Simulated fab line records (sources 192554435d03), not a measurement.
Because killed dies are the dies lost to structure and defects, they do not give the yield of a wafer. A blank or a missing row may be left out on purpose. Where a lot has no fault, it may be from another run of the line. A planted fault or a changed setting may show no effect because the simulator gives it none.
A struck lot beside a sound one	flow n5-finfet	37 out of 1938 route steps
Sound: these wafers, L686.2, L686.3, L686.4. Struck: wafers L682.1, L682.4, L682.5. At the end, the cause is stated.
Per side, at each step with rows, come the tool, then ch with its chambers, and then its first start. Under that, the readings that differ: sound wafers	struck wafers	difference of the means	sigmas: that difference in standard deviations of wafers without a fault.
alike: words and numbers the same on both sides, and readings whose means are apart by under 2 such deviations; not compared: readings that were withheld, readings missing a value for some wafer, numbers with overlapping values and no deviation given by the record, and bounds like >300 which may hide the same value.
A row with sigmas, a row that says differs or no value, or rows on one side alone: a step with any of these is where the two part. When numbers do not overlap yet have no deviation, they are printed without sigmas and do not part them. Lack of a reading on every wafer of one side parts them only where that side has two or more wafers.

first, 9 steps without rows for these wafers: N5_BEOL_M4_ANNEAL_95 (time 240 s); N5_BEOL_M4_SPUTTER_96 (material Cu, target thk 4.5 nm, time 8.29 s); N5_BEOL_M4_ECD_50 (material Cu, target thk 300 nm); N5_BEOL_M4_ANNEAL_51 (time 90 s); N5_BEOL_M4_CMP_52 (polishes, stops on SiOC, t overpolish 6.8 s, target thk 40 nm); N5_BEOL_M4_PRE_CLEAN_60 (time 15 s); N5_BEOL_M4_CO_CAP_55 (material Co, precursor CCTBA/H2, target thk 2 nm, time 102.1 s); N5_BEOL_M4_PRE_CLEAN_56 (time 15 s); N5_BEOL_M4_DEP_57 (deposits SiCN from 3MS/NH3, target thk 8 nm, time 14 s).
N5_BEOL_M4_RC_MEAS_101:
  sound on prober-01 ch 0, day 10 10:22; struck on prober-01 ch 0, day 9 08:31
  alike: DIBL_N, DIBL_P, IOFF_N, IOFF_P, ION_N, ION_P, SS_N, SS_P, VT_N, VT_P
then, 24 steps without rows for these wafers: N5_BEOL_M5_ILD_DEP_00 (deposits SiCOH lowk from DEMS/porogen, target thk 140.64 nm, time 25.9 s); N5_BEOL_M5_CURE_79 (cures SiCOH lowk, time 240 s); N5_BEOL_M5_PECVD_70 (deposits SiO2 from TEOS/O2, target thk 16 nm, time 18 s); N5_BEOL_M5_HM_DEP_02 (deposits TiN, target thk 20 nm); N5_BEOL_M5_COAT_59 (time 60 s, resist thk 60 nm); N5_BEOL_M5_COAT_60 (time 60 s, resist thk 12 nm); N5_BEOL_M5_COAT_71 (time 60 s, resist thk 5 nm); N5_BEOL_M5_COAT_05 (resist thk 30 nm); N5_BEOL_M5_EBR_07; N5_BEOL_M5_SOFTBAKE_06 (time 60 s); N5_BEOL_M5_EXPOSE_08 (exposes mask M5, target cd 28 nm); N5_BEOL_M5_PEB_09 (peb time 60 s); N5_BEOL_M5_DEVELOP_10 (develop time 30 s); N5_BEOL_M5_DESCUM_16 (chemistry O2, time 7 s); N5_BEOL_M5_ETCH_72 (etches underlayer in N2/H2, target depth 6.5 nm, time 5.2 s); N5_BEOL_M5_ETCH_61 (etches SiARC in CF4, target depth 15.6 nm, time 26 s); N5_BEOL_M5_ETCH_62 (etches SOC in N2/H2, target depth 75 nm, overetch 15 nm, time 112.5 s); N5_BEOL_M5_STRIP_63 (strips in N2/H2); N5_BEOL_M5_STRIP_73 (strips in N2/H2); N5_BEOL_M5_STRIP_64 (strips in CF4); N5_BEOL_M5_HM_OPEN_17 (chemistry Cl2/BCl3, target TiN, target depth 20 nm, overetch 6 nm); N5_BEOL_M5_STRIP_19 (strips in O2); N5_BEOL_M5_COAT_65 (time 60 s, resist thk 60 nm); N5_BEOL_M5_COAT_66 (time 60 s, resist thk 12 nm).
N5_BEOL_M7_ECD_50: material Cu, target thk 300 nm.
  sound on ecd-cu-02 ch 0,1, day 11 14:45; struck on ecd-cu-01 ch 1, day 10 14:32
N5_BEOL_M7_CMP_52: polishes, stops on SiCOH lowk, t overpolish 6.9 s, target thk 80 nm.
  sound on cmp-03 ch 0,1,2, day 11 15:10; struck on cmp-03 ch 1,3, day 10 15:29
reading	sound	struck	difference	sigmas
time-to-endpoint-s (s)	60 63 61	5 3 4	-57	-19
  alike: head-pressure-psi, motor-current-A
-- a jump in the record: the struck wafers' starts before and after are 3 days apart (it breaks off in module BEOL_M7 and resumes in module PASSIVATION, where the first step shown is number 1936 of the route) --
N5_PASSIVATION_PROBE_49:
  only the struck wafers here have rows in the record (prober-02, day 13 17:08); the sound ones have none

## WHERE THEY PART
First at N5_BEOL_M7_CMP_52; last, within this record, at N5_PASSIVATION_PROBE_49.

WHY: the cause the simulator had injected
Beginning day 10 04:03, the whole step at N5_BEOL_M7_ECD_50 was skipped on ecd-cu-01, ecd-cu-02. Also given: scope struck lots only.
